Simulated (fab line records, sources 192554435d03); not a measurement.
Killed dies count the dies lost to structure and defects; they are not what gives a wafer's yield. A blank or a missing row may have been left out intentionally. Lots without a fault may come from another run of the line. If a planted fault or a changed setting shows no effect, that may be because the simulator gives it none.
Chamber matching | flow n5-finfet | thermal-cvd-si-02 running N5_HKMG_FIN_CVD_62: 3 sister chambers
The step deposits a-Si from Si2H6, target thk 3 nm, time 20.8 s. 3 wafers are shown with their chamber, then 12 later ones without.

== EACH WAFER AND ITS CHAMBER ==
wafer  | chamber | heater-power-w (W)
L088.3 | 2       | 1806
L088.5 | 1       | 1277
L088.6 | 0       | 1334

== WAFERS WITHOUT THEIR CHAMBER ==
wafer  | heater-power-w (W)
L090.1 | 1291
L090.3 | 1759
L090.6 | 1336
L092.2 | 1756
L092.3 | 1269
L092.6 | 1339
L094.3 | 1324
L094.5 | 1296
L094.6 | 1276
L096.3 | 1313
L096.4 | 1281
L096.5 | 1792

== THE CHAMBER EACH PASSED THROUGH ==
wafer  | from the rows above     | in truth
L090.1 | can't be placed: 1 or 0 | 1
L090.3 | 2                       | 2
L090.6 | 0                       | 0
L092.2 | 2                       | 2
L092.3 | 1                       | 1
L092.6 | 0                       | 0
L094.3 | can't be placed: 0 or 1 | 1
L094.5 | can't be placed: 1 or 0 | 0
L094.6 | 1                       | 1
L096.3 | can't be placed: 0 or 1 | 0
L096.4 | 1                       | 1
L096.5 | 2                       | 2
Correct placement for 8 of the 12. These rows do not allow placing 4 (true chamber among the candidates in 4). Placed wrongly: 0.
How it was worked out, from the rows above alone: a wafer's distance from a chamber is the root of the sum, over the readings, of the square of ((its reading less the chamber's mean) divided by the reading's scatter). If the next closest chamber is less than 2 further off than the closest, the wafer can't be placed; otherwise it belongs to the closest. A chamber's mean is the mean of its shown wafers. The scatter (one wafer shown for each chamber): square how far every hidden wafer sits from the nearest shown wafer, average those squares and take the square root.
